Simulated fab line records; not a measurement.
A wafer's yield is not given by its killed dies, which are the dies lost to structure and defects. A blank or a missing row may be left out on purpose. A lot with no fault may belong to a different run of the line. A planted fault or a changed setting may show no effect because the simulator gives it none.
Which tool did it?    flow n5 finfet    21 wafers from 7 lots sampled at 5 of the route's 1938 steps

== WHAT EACH GAUGE READ, for each wafer ==
N5_SD_EPI_N_CD_MEAS_09: target cd 120 nm.
lot   measured     on         cd nm (nm)
L860  day 3 16:35  cd sem-02  119.8 120.1 120.0
L862  day 4 01:02  cd sem-01  118.3 117.7 119.1
L871  day 6 10:53  cd sem-02  60.0 62.0 61.3
L873  day 6 18:41  cd sem-01  120.6 120.1 120.2
L875  day 7 05:05  cd sem-01  117.8 118.0 117.2
L879  day 8 14:29  cd sem-01  119.3 118.0 119.1
L881  day 8 19:14  cd sem-01  117.6 118.1 119.2

== EACH LOT AND THE TOOL THAT RAN IT (in order: tool; ch and the chambers of the sampled wafers; start) ==
lot   N5_DUMMY_GATE_TRIM_49            N5_DUMMY_GATE_HM_OPEN_21           N5_DUMMY_GATE_ETCH_23            N5_SD_EPI_N_PEB_07
L860  rie si-04 ch 1,2, day 3 14:20    rie diel-01 ch 1,2,3, day 3 14:39  rie si-06 ch 1,3, day 3 14:50    litho track-01 ch 0, day 3 16:31
L862  rie si-04 ch 0,1,2, day 3 23:02  rie diel-01 ch 2,3, day 3 23:22    rie si-04 ch 1,2, day 3 23:34    litho track-03 ch 0, day 4 00:58
L871  rie si-01 ch 0,1,2, day 6 08:54  rie diel-06 ch 1,2,3, day 6 09:11  rie si-01 ch 0,1,3, day 6 09:22  litho track-01 ch 0, day 6 10:49
L873  rie si-04 ch 0,1,3, day 6 16:38  rie diel-01 ch 0,1,2, day 6 17:09  rie si-04 ch 0,1,3, day 6 17:20  litho track-04 ch 0, day 6 18:37
L875  rie si-06 ch 1,2,3, day 7 03:15  rie diel-06 ch 0,1,3, day 7 03:34  rie si-01 ch 0,2, day 7 03:45    litho track-03 ch 0, day 7 05:01
L879  rie si-01 ch 2,3, day 8 11:20    rie diel-03 ch 1,2, day 8 11:37    rie si-06 ch 1,2, day 8 11:49    litho track-03 ch 0, day 8 14:25
L881  rie si-04 ch 1,3, day 8 15:21    rie diel-06 ch 1,2,3, day 8 15:41  rie si-01 ch 0,1,2, day 8 15:52  litho track-03 ch 0, day 8 19:10
- N5_DUMMY_GATE_TRIM_49: chemistry O2, time 29 s, target cd 14 nm.
- N5_DUMMY_GATE_HM_OPEN_21: chemistry CH3F/O2, target SiNx, target depth 120 nm, time 171.4 s.
- N5_DUMMY_GATE_ETCH_23: etches poly-Si in HBr/Cl2/O2, target depth 41 nm, time 22.3 s.
- N5_SD_EPI_N_PEB_07: peb time 60 s.

== THE ANSWER, worked out from the rows above alone ==
Rule: what is usual is taken from the lots themselves. Put in order of their means at a reading, lots are off if they are a third of the lots or fewer, leave a main group of 4 or more, and stand apart from it by a gap of 3 or more times the standard deviation of the main group's means; of several such gaps the widest counts. Not used: any main group whose means are identical at the precision the tables above print for the reading. A lot without any number at a reading at which 4 lots or more have one is off too. The other lots that the step has rows for count as sound.
Off at N5_SD_EPI_N_CD_MEAS_09 (cd nm): L871. For the main group the mean is 118.9 nm and the standard deviation 0.94.
If a tool, at a process step before that reading, ran all the lots that are off and no sound lot after the first of them, it fits. Gauges at N5_SD_EPI_N_CD_MEAS_09: tried the same way as those tools. 2 tools fit, litho track-01 at N5_SD_EPI_N_PEB_07 and cd sem-02 at N5_SD_EPI_N_CD_MEAS_09, so this cannot tell which one it is.

== WHAT WAS PUT IN BY THE SIMULATOR ==
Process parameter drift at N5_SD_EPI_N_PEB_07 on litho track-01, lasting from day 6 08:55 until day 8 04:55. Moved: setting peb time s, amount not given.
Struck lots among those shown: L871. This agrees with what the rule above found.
